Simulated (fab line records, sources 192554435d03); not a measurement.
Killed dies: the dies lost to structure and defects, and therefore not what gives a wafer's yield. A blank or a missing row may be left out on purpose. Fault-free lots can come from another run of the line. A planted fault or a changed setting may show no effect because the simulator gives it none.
Chamber matching | flow n5_finfet | 4 sister chambers for N5_ILD0_CMP_12 on cmp-01
The step polishes SiNx, stops on poly-Si, t overpolish 6 s, target thk 17.67 nm. 8 wafers are shown with their chamber, then 8 later ones without.

## WAFERS PAIRED WITH THEIR CHAMBERS
wafer  | chamber | motor_current_A (A) | overpolish_run_s (s)
L086.3 | 0       | 10.3                | 6.011
L089.1 | 2       | 8.3                 | 6.009
L091.1 | 0       | 10.1                | 6.017
L091.4 | 2       | 8.1                 | 6.014
L092.2 | 1       | 9.9                 | 5.996
L092.4 | 3       | 7.9                 | 5.998
L092.6 | 1       | 9.3                 | 5.990
L094.1 | 3       | 7.8                 | 6.018

## WAFERS WITHOUT THEIR CHAMBER
wafer  | motor_current_A (A) | overpolish_run_s (s)
L094.2 | 9.7                 | 5.994
L094.4 | 10.0                | 6.006
L095.4 | 9.7                 | 6.008
L095.5 | 9.8                 | 5.993
L095.6 | 8.3                 | 6.011
L096.1 | 9.3                 | 5.997
L096.3 | 9.9                 | 6.002
L096.5 | 10.0                | 6.003

## CHAMBER TAKEN BY EACH
wafer  | from the rows above     | in truth
L094.2 | 1                       | 1
L094.4 | can't be placed: 0 or 1 | 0
L095.4 | can't be placed: 1 or 0 | 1
L095.5 | 1                       | 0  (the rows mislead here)
L095.6 | can't be placed: 2 or 3 | 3
L096.1 | 1                       | 1
L096.3 | can't be placed: 1 or 0 | 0
L096.5 | can't be placed: 0 or 1 | 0
Placed correctly: 2 of 8. From these rows, 5 cannot be placed; in 5 the true chamber is one of the candidates. Placed wrongly: 1.
How it was worked out, from the rows above alone: a wafer's distance from a chamber is the root of the sum, over the readings, of the square of ((its reading less the chamber's mean) divided by the reading's scatter). The wafer belongs to the nearest chamber; if the next one is less than 2 further off, it can't be placed. The mean given for a chamber averages the wafers shown for that chamber. The scatter: take each reading less its chamber's mean, square it, sum over the shown wafers, divide by the number of wafers less the number of chambers, and take the root.
